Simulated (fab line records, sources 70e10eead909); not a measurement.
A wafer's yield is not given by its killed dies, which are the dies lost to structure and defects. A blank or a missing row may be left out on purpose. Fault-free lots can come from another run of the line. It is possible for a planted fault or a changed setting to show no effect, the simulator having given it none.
Commonality check across tools -- flow nandHarc -- Lots sampled 3, wafers sampled 9

REASON IT WAS OPENED
Flagged at NHARC_END_SORT_01: reading killedDies, on 3 of 3 lots. Fault-free wafers read 30, with a standard deviation of 10.
Rule: flag the lot when none of its wafers has a number, or when each of its wafers that has one lies beyond 4 standard deviations from that mean. The other lots count as sound.

lot,measured,on,"killedDies, wafer by wafer",flag
L759,day 22 18:08,prober-02,135 84 142,FLAGGED
L760,day 22 18:57,prober-01,101 140 86,FLAGGED
L761,day 23 15:56,prober-01,81 217 80,FLAGGED
On average the flagged lots' numbers are 118, which is +88 against the usual, or +9 standard deviations.

EACH LOT AND THE TOOL IT RAN ON
3 process steps preceding the reading are held in the record, out of 1159 steps in the route. In each cell: the tool, then ch and the chambers that the sampled wafers went through, then the start.
lot,flag,NHARC_A_CONTACT_DEP_29,NHARC_A_BONDPAD_PVD_17,NHARC_A_BONDPAD_PVD_27
L759,FLAGGED,"pecvd-01 ch 0,1, day 20 01:04","pvdSputter-02, day 22 18:08 or earlier","pvdSputter-02, day 22 18:08 or earlier"
L760,FLAGGED,"pecvd-01 ch 0,2, day 19 16:02","pvdSputter-03, day 22 18:57 or earlier","pvdSputter-03, day 22 18:57 or earlier"
L761,FLAGGED,"pecvd-01 ch 0,1, day 20 13:50","pvdSputter-03, day 23 15:56 or earlier","pvdSputter-03, day 23 15:56 or earlier"
What is done by these steps:
- NHARC_A_CONTACT_DEP_29: deposits SiON, target thk 70 nm.
- NHARC_A_BONDPAD_PVD_17: deposits TaN, target thk 5 nm, time 8.06 s.
- NHARC_A_BONDPAD_PVD_27: deposits Cu, target thk 30 nm, time 20.49 s.
- NHARC_END_SORT_01

FLAGGED AGAINST TOTAL, ONE TOOL AT A TIME (gauges that did the reading follow at the end)
step,tool,lots run,flagged,share of the flagged lots,sound lots run after its first flagged lot
NHARC_A_CONTACT_DEP_29,pecvd-01,3,3,all,0
NHARC_A_BONDPAD_PVD_17,pvdSputter-02,1,1,some,0
NHARC_A_BONDPAD_PVD_17,pvdSputter-03,2,2,some,0
NHARC_A_BONDPAD_PVD_27,pvdSputter-02,1,1,some,0
NHARC_A_BONDPAD_PVD_27,pvdSputter-03,2,2,some,0
NHARC_END_SORT_01,prober-01,2,2,some,0
NHARC_END_SORT_01,prober-02,1,1,some,0
NHARC_A_BONDPAD_PVD_17: start missing for some lots; hours and lot order therefore follow NHARC_END_SORT_01. NHARC_A_BONDPAD_PVD_27: start missing for some lots; hours and lot order therefore follow NHARC_END_SORT_01.

THE TABLE: WHAT IT ALLOWS
All flagged lots share 1 row of the table, namely pecvd-01 at NHARC_A_CONTACT_DEP_29.
- pecvd-01 at NHARC_A_CONTACT_DEP_29 ran 3 lots, 3 of them flagged. Because this sample shows no sound lot run on it before its first flagged lot, the start cannot be pinned down more closely.
Left over: one tool, pecvd-01 at NHARC_A_CONTACT_DEP_29.

WHAT THE SIMULATOR HAD PUT IN
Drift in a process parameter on pecvd-01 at NHARC_A_CONTACT_DEP_29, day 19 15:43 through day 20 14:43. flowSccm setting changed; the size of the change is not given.
Shown lots that were struck: L759, L760, L761. The same result came from the rule above.
